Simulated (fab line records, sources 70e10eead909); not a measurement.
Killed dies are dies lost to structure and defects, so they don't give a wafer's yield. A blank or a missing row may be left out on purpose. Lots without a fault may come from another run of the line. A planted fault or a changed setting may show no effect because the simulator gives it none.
A struck lot beside a sound one | flow nand_harc | 10 steps out of a route of 1302
Sound: wafers L568.3, L568.5, L568.6. Struck: wafers L575.1, L575.4. (L575.6 of the same lot was not struck and is left out.) The cause comes at the end.
At each step with rows: each side's tool, then ch and its chambers, then its first start. Under that, the readings that differ: sound wafers | struck wafers | difference of the means | sigmas: that difference in standard deviations of wafers without a fault.
alike: readings whose means differ by less than 2 such deviations, and words and numbers that are the same on both sides. not compared: withheld readings, readings that some wafer has no value for, bounds like >300 that may hide the same value, and numbers for which the record gives no deviation and whose values overlap.
The two part at a step that has a row with sigmas, a row that says differs or no value, or rows on one side only. Numbers that don't overlap but have no deviation are shown without sigmas and don't part them. A reading that every wafer of one side lacks parts them only if that side has two wafers or more.

NHARC_P_START_INSPECT_01:
  sound on defect_inspect-02, day 4 18:02; struck on defect_inspect-01, day 7 16:02
  alike: raw_defect_count
then, 7 steps without rows for these wafers: NHARC_P_ZERO_WELL_PRECLEAN_00 (cleans in SPM, time 600 s); NHARC_P_ZERO_WELL_SRD_01; NHARC_P_ZERO_WELL_PECVD_02 (deposits SiO2, target thk 10 nm); NHARC_P_ZERO_WELL_DEHYDRATE_03 (time 120 s); NHARC_P_ZERO_WELL_HMDS_04 (time 30 s); NHARC_P_ZERO_WELL_COAT_64 (time 65 s); NHARC_P_ZERO_WELL_COAT_05 (resist thk 600 nm).
NHARC_P_ZERO_WELL_SOFTBAKE_06: time 70 s.
  sound on litho_track-05 ch 0, day 4 18:00; struck on litho_track-03 ch 0, day 7 16:00
  reading                  | sound             | struck      | difference | sigmas
  heater_power_total_W (W) | 199.0 200.0 200.5 | 222.3 223.5 | +23.1      | +16
then, 1 step without rows for these wafers: NHARC_P_ZERO_WELL_EBR_07.

WHERE THEY PART
Only at NHARC_P_ZERO_WELL_SOFTBAKE_06, within this record.

WHY: what the simulator had put in
Process parameter drift: litho_track-03, from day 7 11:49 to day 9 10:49, at NHARC_P_ZERO_WELL_SOFTBAKE_06. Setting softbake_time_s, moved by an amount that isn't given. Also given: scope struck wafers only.
